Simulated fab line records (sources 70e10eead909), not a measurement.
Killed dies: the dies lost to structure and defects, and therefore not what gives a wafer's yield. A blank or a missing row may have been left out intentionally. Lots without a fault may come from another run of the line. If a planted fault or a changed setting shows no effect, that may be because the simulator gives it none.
A lot that was struck, set against a sound lot    flow nandHarc    25 out of 1302 route steps
Sound: wafers L971.4, L971.5, L971.6. Wafers L982.2, L982.5, L982.6 were the ones struck. Last of all comes the cause.
Each step with rows lists, per side, the tool, then ch with its chambers, then its first start. Under that, the readings that differ: sound wafers    struck wafers    difference of the means    sigmas: that difference in standard deviations of wafers without a fault.
alike: readings with means less than 2 such deviations apart, plus words and numbers identical on both sides. not compared: withheld readings, readings lacking a value on some wafer, bounds such as >300 that could conceal the same value, and numbers that have no deviation in the record and whose values overlap.
The two part at a step that has a row with sigmas, a row that says differs or no value, or rows on one side only. When numbers do not overlap yet have no deviation, they are printed without sigmas and do not part them. Lack of a reading on every wafer of one side parts them only where that side has two or more wafers.

NHARC_P_ZERO_WELL_INSPECT_43:
  sound on defectInspect-02, day 2 23:49; struck on defectInspect-02, day 7 15:38
  alike: rawDefectCount
then, 11 steps without rows for these wafers: NHARC_P_STI_ETCH_26 (etches SiO2 in dHF, target depth 11 nm); NHARC_P_STI_PRECLEAN_27 (cleans in SC1); NHARC_P_STI_SRD_28; NHARC_P_STI_OXIDE_29 (material SiO2, target thk 10 nm, ox time 1362 s); NHARC_P_STI_HM_DEP_30 (deposits Si3N4, target thk 80 nm, time 873 s); NHARC_P_STI_DEHYDRATE_01 (time 120 s); NHARC_P_STI_HMDS_02 (time 30 s); NHARC_P_STI_COAT_41 (time 65 s); NHARC_P_STI_COAT_03 (resist thk 600 nm); NHARC_P_STI_SOFTBAKE_04 (time 70 s); NHARC_P_STI_EBR_05.
NHARC_P_STI_EXPOSE_06: exposes mask P STI, target cd 200 nm.
  sound on krfScanner-03 ch 0, day 3 14:55; struck on krfScanner-03 ch 0, day 8 09:10
reading  sound                    struck                            difference  sigmas
mask     P_STI#0 P_STI#0 P_STI#0  P_STI_R1#0 P_STI_R1#0 P_STI_R1#0  differs     
  alike: reticleTempC, stageVelMmS
then, 2 steps without rows for these wafers: NHARC_P_STI_PEB_07 (peb time 80 s); NHARC_P_STI_DEVELOP_08 (time 50 s).
NHARC_P_STI_CD_MEAS_09 targets a cd of 200 nm.
  sound on cdSem-03 ch 0, day 3 15:04; struck on cdSem-01 ch 0, day 8 09:19
reading    sound              struck             difference  sigmas
cdNm (nm)  200.9 195.3 196.8  191.2 194.8 190.6  -5.5        -2
NHARC_P_STI_OVL_MEAS_10:
  sound on overlay-02, day 3 15:10; struck on overlay-02, day 8 09:24
reading          sound        struck    difference  sigmas
overlayYNm (nm)  -14 -14 -14  17 17 17  +31         +5
  alike: overlayXNm
NHARC_P_STI_INSPECT_11:
  sound on defectInspect-01, day 3 15:12; struck on defectInspect-02, day 8 09:26
  alike: rawDefectCount
then, 1 step without rows for these wafers: NHARC_P_STI_HARDBAKE_13 (time 65 s).
NHARC_P_STI_DESCUM_14: chemistry O2, time 3 s.
  sound on rieDiel-10 ch 0,1,3, day 3 15:25; struck on rieDiel-10 ch 0,2,3, day 8 09:35
  alike: drypumpMotorCurrentA, oesProductAu, rfVppV, showerheadPlenumPTorr, throttleValvePct
  not compared: rfHoursCounterH, model.P_STI.cdNm
NHARC_P_STI_ETCH_42: etches the open film in N2/H2, target depth 80 nm, overetch 24 nm, time 61 s.
  sound on rieDiel-10 ch 2,3, day 3 15:29; struck on rieDiel-10 ch 1,2, day 8 09:40
  alike: drypumpMotorCurrentA, oesProductAu, rfVppV, showerheadPlenumPTorr, throttleValvePct
  not compared: rfHoursCounterH
NHARC_P_STI_ETCH_31: etches the open film in CF4/CHF3, target depth 108.9 nm, time 54.5 s.
  sound on rieDiel-10 ch 0,1,3; struck on rieDiel-10 ch 1,2
  alike: drypumpMotorCurrentA, oesProductAu, rfVppV, showerheadPlenumPTorr, throttleValvePct
  not compared: rfHoursCounterH
NHARC_P_STI_ETCH_15: etches the open film in HBr/Cl2, target depth 300 nm, time 100.1 s.
  sound on rieSi-05 ch 0,1,3, day 3 15:42; struck on rieSi-04 ch 0,1, day 8 09:50
reading                sound              struck             difference  sigmas
model.P_STI.cdNm (nm)  202.5 195.1 195.8  190.5 193.9 191.3  -5.9        
  alike: drypumpMotorCurrentA, mfcCl2Sccm, oesProductAu, throttleValvePct
  not compared: rfHoursCounterH
NHARC_P_STI_CD_MEAS_16:
  sound on cdSem-01, day 3 15:50; struck on cdSem-03, day 8 10:01
reading    sound              struck             difference  sigmas
cdNm (nm)  202.8 195.1 195.6  190.7 193.9 191.5  -5.8        -2
-- the record jumps here: 22 days lie between the struck wafers' starts before and after (it left off in module P_STI and takes up again in module END, whose first step shown is number 1302 of the route) --
NHARC_END_SORT_01:
  sound on prober-01 ch 0, day 25 18:31; struck on prober-02 ch 0, day 30 08:35
  alike: killedAtArray, killedAtOther, killedAtPeriphery, killedDies, killedOpen, killedShort

== WHERE THEY PART ==
At NHARC_P_STI_EXPOSE_06 first; at NHARC_P_STI_CD_MEAS_16 last (within this record only). Later steps at which nothing parts them and some readings are alike: NHARC_END_SORT_01.

WHY: what the simulator had put in
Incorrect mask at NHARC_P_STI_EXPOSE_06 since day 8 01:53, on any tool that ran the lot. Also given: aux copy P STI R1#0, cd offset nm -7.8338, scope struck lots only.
